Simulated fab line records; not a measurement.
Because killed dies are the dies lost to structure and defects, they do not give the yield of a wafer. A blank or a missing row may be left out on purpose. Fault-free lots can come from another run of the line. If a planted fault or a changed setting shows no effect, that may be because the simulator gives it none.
Struck lot and sound lot, side by side | flow n5Finfet | 15 steps out of a route of 1938
Sound: these wafers, L422.2, L422.5, L422.6. Struck: wafer L430.3 (L430.1, L430.4, from the same lot, were not struck and are left out); the cause is given at the end.
Per side, at each step with rows, come the tool, then ch with its chambers, and then its first start. Under that, the readings that differ: sound wafers | struck wafers | difference of the means | sigmas: that difference in standard deviations of wafers without a fault.
alike: same words and numbers on both sides, and readings whose means sit less than 2 such deviations apart. not compared: any withheld reading, any reading some wafer has no value for, any bound like >300 that may hide the same value, and any number with overlapping values for which the record gives no deviation.
A row with sigmas, a row that says differs or no value, or rows on one side alone: a step with any of these is where the two part. Numbers that don't overlap but have no deviation are shown without sigmas and don't part them. A reading missing from all wafers of one side parts the sides only when that side holds two or more wafers.

first, 1 step without rows for these wafers: N5_BEOL_M3_DEVELOP_27 (develop time 30 s).
N5_BEOL_M3_CD_MEAS_28: target cd 25.7 nm, target cd y 23.3 nm.
  sound on cdSem-02 ch 0, day 9 17:48; struck on cdSem-02 ch 0, day 11 15:57
  alike: cdNm
N5_BEOL_M3_OVL_MEAS_29:
  sound on overlay-01 ch 0, day 9 17:50; struck on overlay-02 ch 0, day 11 15:59
reading     | sound        | struck | difference | sigmas
V2_OVL (nm) | 0.7 0.8 -0.1 | -1.0   | -1.5       | -2
N5_BEOL_M3_INSPECT_30: inspects for defects (brightfield).
  sound on defectInspect-02, day 9 17:53; struck on defectInspect-01, day 11 16:02
  alike: rawDefectCount
N5_BEOL_M3_DESCUM_33: chemistry O2, time 7 s.
  sound on rieDiel-04 ch 0,2,3, day 9 18:14; struck on rieDiel-06 ch 0, day 11 16:04
  alike: biasPowerW, drypumpMotorCurrentA, oesProductAu, rfVppV, showerheadPlenumPTorr, throttleValvePct
  not compared: rfHoursCounterH
N5_BEOL_M3_ETCH_77: etches underlayer in N2/H2, target depth 6.5 nm, time 5.2 s.
  sound on rieDiel-04 ch 0,2,3, day 9 18:16; struck on rieDiel-06 ch 0, day 11 16:07
  alike: biasW, drypumpMotorCurrentA, etchRfOnTimeS, oesProductAu, rfVppV, showerheadPlenumPTorr, throttleValvePct
  not compared: rfHoursCounterH
N5_BEOL_M3_ETCH_69: etches SiARC in CF4, target depth 15.6 nm, time 26 s.
  sound on rieDiel-04 ch 0,2,3, day 9 18:17; struck on rieDiel-06 ch 0, day 11 16:07
  alike: biasW, drypumpMotorCurrentA, etchRfOnTimeS, oesProductAu, rfVppV, showerheadPlenumPTorr, throttleValvePct
  not compared: rfHoursCounterH
N5_BEOL_M3_ALD_98: deposits SiO2, target thk 2.5 nm, pulse time 1 s, co reactant pulse time 1 s.
  sound on aldSin-01 ch 2,3, day 9 18:58; struck on aldSin-04 ch 2, day 11 16:12
  alike: heaterPowerW, precursorPulseHeightRel
N5_BEOL_M3_ETCHBACK_99: etches SiO2 in CHF3, target depth 5 nm, time 10.4 s.
  sound on rieDiel-02 ch 1,2, day 10 01:26; struck on rieDiel-02 ch 1, day 12 01:31
  alike: biasW, drypumpMotorCurrentA, oesProductAu, rfVppV, showerheadPlenumPTorr, throttleValvePct
  not compared: rfHoursCounterH
then, 3 steps without rows for these wafers: N5_BEOL_M3_ETCH_70 (etches SOC in N2/H2, target depth 80 nm, overetch 16 nm, time 120 s); N5_BEOL_M3_STRIP_71 (strips in N2/H2); N5_BEOL_M3_STRIP_78 (strips in N2/H2).
N5_BEOL_M3_VIA_ETCH_34: etches the open film in C4F6/O2, target depth 69.4 nm, time 65.9 s.
  sound on rieDiel-02 ch 1,2, day 10 01:34; struck on rieDiel-02 ch 1, day 12 01:40
reading                                 | sound             | struck | difference | sigmas
runLengthS (s)                          | 89.6 88.8 89.8    | 94.7   | +5.3       | +13
model.etch.depthNm (nm)                 | 70.14 66.85 69.97 | 75.49  | +6.50      | 
model.SOC_of_BEOL_M3_COAT_67.thkNm (nm) | 52 52.6 52        | 51.2   | -1.0       | 
  alike: biasW, drypumpMotorCurrentA, oesProductAu, rfVppV, showerheadPlenumPTorr, throttleValvePct
  not compared: rfHoursCounterH
then, 1 step without rows for these wafers: N5_BEOL_M3_STRIP_83 (strips in C4F6/O2).
N5_BEOL_M4_RC_MEAS_101:
  sound on prober-01 ch 0, day 10 15:29; struck on prober-01 ch 0, day 12 19:35
  alike: DIBL_N, DIBL_P, IOFF_N, IOFF_P, ION_N, ION_P, SS_N, SS_P, VT_N, VT_P

== WHERE THEY PART ==
Earliest at N5_BEOL_M3_OVL_MEAS_29; latest, in this record, at N5_BEOL_M3_VIA_ETCH_34. Later steps at which nothing parts them and some readings are alike: N5_BEOL_M4_RC_MEAS_101.

WHY: what had been put in by the simulator
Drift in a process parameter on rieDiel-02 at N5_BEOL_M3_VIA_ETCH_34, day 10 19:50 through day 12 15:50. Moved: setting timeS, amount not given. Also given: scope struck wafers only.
